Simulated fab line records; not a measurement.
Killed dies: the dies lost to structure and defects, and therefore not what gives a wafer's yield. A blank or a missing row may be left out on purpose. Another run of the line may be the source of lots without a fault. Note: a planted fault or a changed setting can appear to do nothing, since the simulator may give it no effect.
Matching of chambers    flow n5 finfet    4 sister chambers for N5_GATE_CUT_ETCH_19 on rie diel-05
The step etches SiNx in CH3F/O2, target depth 53.7 nm, time 76.7 s. 16 wafers are shown with their chamber, then 8 later ones without.

== EACH WAFER AND ITS CHAMBER ==
wafer   chamber  showerhead plenum p Torr (Torr)  throttle valve pct (%)  oes product au (a.u.)
L079.3  3        2.12                             16.28                   0.76
L079.4  0        2.03                             16.50                   0.71
L079.6  3        2.12                             16.28                   0.75
L086.1  2        2.06                             16.57                   0.63
L086.2  0        2.03                             16.52                   0.68
L086.6  0        2.03                             16.53                   0.69
L085.3  1        2.08                             16.39                   0.63
L085.4  2        2.06                             16.56                   0.62
L085.6  2        2.06                             16.58                   0.62
L088.1  2        2.06                             16.56                   0.62
L088.3  0        2.03                             16.53                   0.69
L088.5  0        2.03                             16.53                   0.68
L089.3  1        2.08                             16.42                   0.63
L089.5  2        2.06                             16.58                   0.62
L089.6  3        2.12                             16.30                   0.73
L095.1  1        2.07                             16.43                   0.62

SIGNATURES (averages over the wafers above)
reading                   chamber 0  chamber 1  chamber 2  chamber 3  scatter within a chamber
showerhead plenum p Torr  2.0300     2.0767     2.0600     2.1200     0.00236
throttle valve pct        16.5220    16.4133    16.5700    16.2867    0.0136
oes product au            0.6900     0.6267     0.6220     0.7467     0.0101
Rule: a wafer lies at a distance from a chamber equal to the root of the sum of squares, over the readings, of (its reading less the chamber's mean, divided by the reading's scatter). The wafer belongs to the nearest chamber; if the next one is less than 2 further off, it can't be placed. The scatter: the root of (the sum of the squares of (reading less its chamber's mean) over the shown wafers, divided by (wafers less chambers)).

== WAFERS WHOSE CHAMBER IS MISSING ==
wafer   showerhead plenum p Torr (Torr)  throttle valve pct (%)  oes product au (a.u.)
L095.2  2.06                             16.59                   0.61
L095.3  2.11                             16.32                   0.72
L095.4  2.02                             16.58                   0.68
L095.5  2.11                             16.32                   0.71
L095.6  2.06                             16.59                   0.61
L096.1  2.06                             16.60                   0.61
L096.5  2.02                             16.58                   0.67
L096.6  2.07                             16.44                   0.61

== WHICH CHAMBER EACH WENT THROUGH ==
wafer   from the rows above  in truth
L095.2  2                    2
L095.3  3                    3
L095.4  0                    0
L095.5  3                    3
L095.6  2                    2
L096.1  2                    2
L096.5  0                    0
L096.6  1                    1
Correct placement for 8 of the 8. Number that these rows cannot place: 0. 0 placed wrongly.
